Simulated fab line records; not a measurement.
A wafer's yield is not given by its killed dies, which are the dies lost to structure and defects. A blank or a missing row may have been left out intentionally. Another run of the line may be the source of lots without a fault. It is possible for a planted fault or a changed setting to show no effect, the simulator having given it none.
Which tool is to blame?	flow nand_harc	Sampling: 14 lots, 42 wafers, 4 of 1159 route steps

WHAT THE GAUGES SHOWED, per wafer
The record lacks any reading of a measuring or inspecting step that a usual standard deviation could be used to judge.

TOOL THAT RAN EACH LOT (tool first, then ch and the chambers of the sampled wafers, then the start)
lot	NHARC_P_M0_DEP_32	NHARC_P_M1_DEGAS_29	NHARC_P_M2_DEP_00	NHARC_P_M2_DESCUM_14
L431	pecvd-03 ch 0,1,2, day 6 12:41	pvd_sputter-03, day 6 15:08	pecvd-04 ch 0,2, day 6 17:18	rie_diel-09 ch 0,1,3, day 6 18:10
L433	pecvd-03 ch 0,1, day 7 02:23	pvd_sputter-02, day 7 04:48	pecvd-03 ch 0,1, day 7 07:03	rie_diel-13 ch 0,2,3, day 7 08:08
L436	pecvd-04 ch 0,1,2, day 7 10:02	pvd_sputter-03, day 7 12:32	pecvd-04 ch 0,1, day 7 15:44	rie_diel-13 ch 1,2,3, day 7 16:43
L435	pecvd-04 ch 0,1,2, day 7 12:17	pvd_sputter-03, day 7 15:16	pecvd-04 ch 0,1, day 7 17:26	rie_diel-13 ch 0,1,3, day 7 18:24
L438	pecvd-04 ch 1,2, day 8 03:12	pvd_sputter-02, day 8 05:30	pecvd-02 ch 0,1, day 8 07:44	rie_diel-13 ch 1,2,3, day 8 08:41
L437	pecvd-03 ch 0,1,2, day 8 05:51	pvd_sputter-01, day 8 08:14	pecvd-02 ch 0,1,2, day 8 10:20	rie_diel-13 ch 0,1,2, day 8 11:24
L440	pecvd-02 ch 0,1, day 9 04:25	pvd_sputter-02, day 9 06:46	pecvd-03 ch 0,1,2, day 9 08:55	rie_diel-13 ch 1,2, day 9 09:46
L441	pecvd-02 ch 0,1,2, day 9 05:34	pvd_sputter-02, day 9 07:54	pecvd-02 ch 0,1,2, day 9 09:59	rie_diel-09 ch 0,1,3, day 9 11:01
L443	pecvd-02 ch 1,2, day 9 12:32	pvd_sputter-02, day 9 15:01	pecvd-03 ch 0,1, day 9 17:13	rie_diel-13 ch 1,2, day 9 18:02
L445	pecvd-03 ch 0,1,2, day 10 03:43	pvd_sputter-03, day 10 06:02	pecvd-04 ch 0,2, day 10 08:26	rie_diel-13 ch 0,1,2, day 10 09:26
L447	pecvd-02 ch 1,2, day 10 07:40	pvd_sputter-01, day 10 10:14	pecvd-03 ch 1,2, day 10 12:22	rie_diel-13 ch 1,2,3, day 10 13:23
L448	pecvd-02 ch 0,1,2, day 10 13:49	pvd_sputter-03, day 10 16:16	pecvd-02 ch 0,1,2, day 10 18:25	rie_diel-13 ch 0,3, day 10 19:20
L449	pecvd-02 ch 1,2, day 10 21:07	pvd_sputter-03, day 10 23:35	pecvd-03 ch 1,2, day 11 02:03	rie_diel-10 ch 0,1,2, day 11 03:02
L452	pecvd-04 ch 1,2, day 11 17:28	pvd_sputter-02, day 11 19:51	pecvd-02 ch 0,1,2, day 11 21:59	rie_diel-13 ch 0,1,2, day 11 23:01
- NHARC_P_M0_DEP_32: deposits SiCN, target thk 30 nm.
- NHARC_P_M1_DEGAS_29: time 60 s.
- NHARC_P_M2_DEP_00: deposits SiOC, target thk 182.5 nm.
- NHARC_P_M2_DESCUM_14: chemistry O2, time 3 s.

AS READ BY THE TOOLS THEMSELVES (means over the sampled wafers that have a number; for cases with no such wafer, the mark the record gives instead)
NHARC_P_M0_DEP_32. Usual: chamber_pressure_Torr 3.000 Torr, standard deviation 0.0063; heater_power_outer_w 335 W, standard deviation 79; heater_power_w 570 W, standard deviation 96.
lot	tool	chamber_pressure_Torr (Torr)	heater_power_outer_w (W)	heater_power_w (W)	flag
L431	pecvd-03	3.004	283	515	
L433	pecvd-03	2.993	368	640	
L436	pecvd-04	3.001	309	544	
L435	pecvd-04	3.000	297	525	
L438	pecvd-04	3.004	287	523	
L437	pecvd-03	2.999	319	568	
L440	pecvd-02	2.995	377	602	
L441	pecvd-02	2.999	357	587	
L443	pecvd-02	2.997	426	645	
L445	pecvd-03	2.996	298	529	
L447	pecvd-02	3.000	402	624	
L448	pecvd-02	2.999	375	603	
L449	pecvd-02	3.000	429	668	
L452	pecvd-04	3.005	310	575	

NHARC_P_M1_DEGAS_29. Usual: heater_power_w reads 340 W (standard deviation 45).
lot	tool	heater_power_w (W)	flag
L431	pvd_sputter-03	325	
L433	pvd_sputter-02	325	
L436	pvd_sputter-03	337	
L435	pvd_sputter-03	326	
L438	pvd_sputter-02	295	
L437	pvd_sputter-01	374	
L440	pvd_sputter-02	301	
L441	pvd_sputter-02	325	
L443	pvd_sputter-02	316	
L445	pvd_sputter-03	352	
L447	pvd_sputter-01	387	
L448	pvd_sputter-03	312	
L449	pvd_sputter-03	325	
L452	pvd_sputter-02	326	

NHARC_P_M2_DEP_00. Usual: chamber_pressure_Torr 5.001 Torr, standard deviation 0.01; rf_fwd_power_W 599.1 W, standard deviation 1.7.
lot	tool	chamber_pressure_Torr (Torr)	rf_fwd_power_W (W)	flag
L431	pecvd-04	4.994	598.5	
L433	pecvd-03	5.002	599.9	
L436	pecvd-04	4.997	598.1	
L435	pecvd-04	4.995	599.2	
L438	pecvd-02	4.990	597.2	
L437	pecvd-02	5.005	598.6	
L440	pecvd-03	4.993	598.9	
L441	pecvd-02	4.999	600.5	
L443	pecvd-03	5.007	597.6	
L445	pecvd-04	4.993	599.6	
L447	pecvd-03	5.009	599.6	
L448	pecvd-02	-	-	OFF
L449	pecvd-03	-	-	OFF
L452	pecvd-02	4.996	599.2	

NHARC_P_M2_DESCUM_14. Usual: drypump_motor_current_A 5.8 A, standard deviation 0.33; oes_product_au 1.007 a.u., standard deviation 0.0084; rf_vpp_V 58.0 V, standard deviation 0.88; showerhead_plenum_p_Torr 1.97 Torr, standard deviation 0.065; throttle_valve_pct 11.311 %, standard deviation 0.0088.
lot	tool	drypump_motor_current_A (A)	oes_product_au (a.u.)	rf_vpp_V (V)	showerhead_plenum_p_Torr (Torr)	throttle_valve_pct (%)	flag
L431	rie_diel-09	5.7	1.004	58.1	1.97	11.315	
L433	rie_diel-13	5.6	1.006	57.9	1.98	11.304	
L436	rie_diel-13	5.8	1.004	58.0	2.00	11.307	
L435	rie_diel-13	5.8	1.007	57.7	1.99	11.315	
L438	rie_diel-13	5.8	1.009	57.3	2.00	11.310	
L437	rie_diel-13	5.8	1.012	57.8	1.96	11.315	
L440	rie_diel-13	5.7	1.020	57.2	1.97	11.313	
L441	rie_diel-09	5.7	1.010	57.9	1.97	11.314	
L443	rie_diel-13	5.7	1.012	58.1	1.97	11.317	
L445	rie_diel-13	5.8	1.015	57.6	1.96	11.312	
L447	rie_diel-13	5.8	1.011	58.3	2.00	11.309	
L448	rie_diel-13	5.6	1.008	58.8	2.01	11.309	
L449	rie_diel-10	6.1	0.999	59.2	1.96	11.306	
L452	rie_diel-13	5.8	1.005	57.3	1.96	11.311	

THE ANSWER, worked out from the rows above alone
Rule: lot off if the mean of its wafers having a number is beyond 3 standard deviations from the usual mean. A lot without any number at a reading at which 4 lots or more have one is off too. All remaining lots with rows at the step are treated as sound. First the gauges in route order, then the tools' own readings, where a lot's mean is used as printed above. At the first step where some lot is off, the reading lying furthest off is the one used; lots without a number count as furthest.
Off, at NHARC_P_M2_DEP_00 on chamber_pressure_Torr: L448, L449. Without a number there: L448, L449.
A tool fits if, at that step or a process step before it, it ran every lot that is off, and no sound lot after the first of them. This does not decide it: 2 tools fit, namely pecvd-02 at NHARC_P_M0_DEP_32 and pvd_sputter-03 at NHARC_P_M1_DEGAS_29.

WHAT THE SIMULATOR PUT IN
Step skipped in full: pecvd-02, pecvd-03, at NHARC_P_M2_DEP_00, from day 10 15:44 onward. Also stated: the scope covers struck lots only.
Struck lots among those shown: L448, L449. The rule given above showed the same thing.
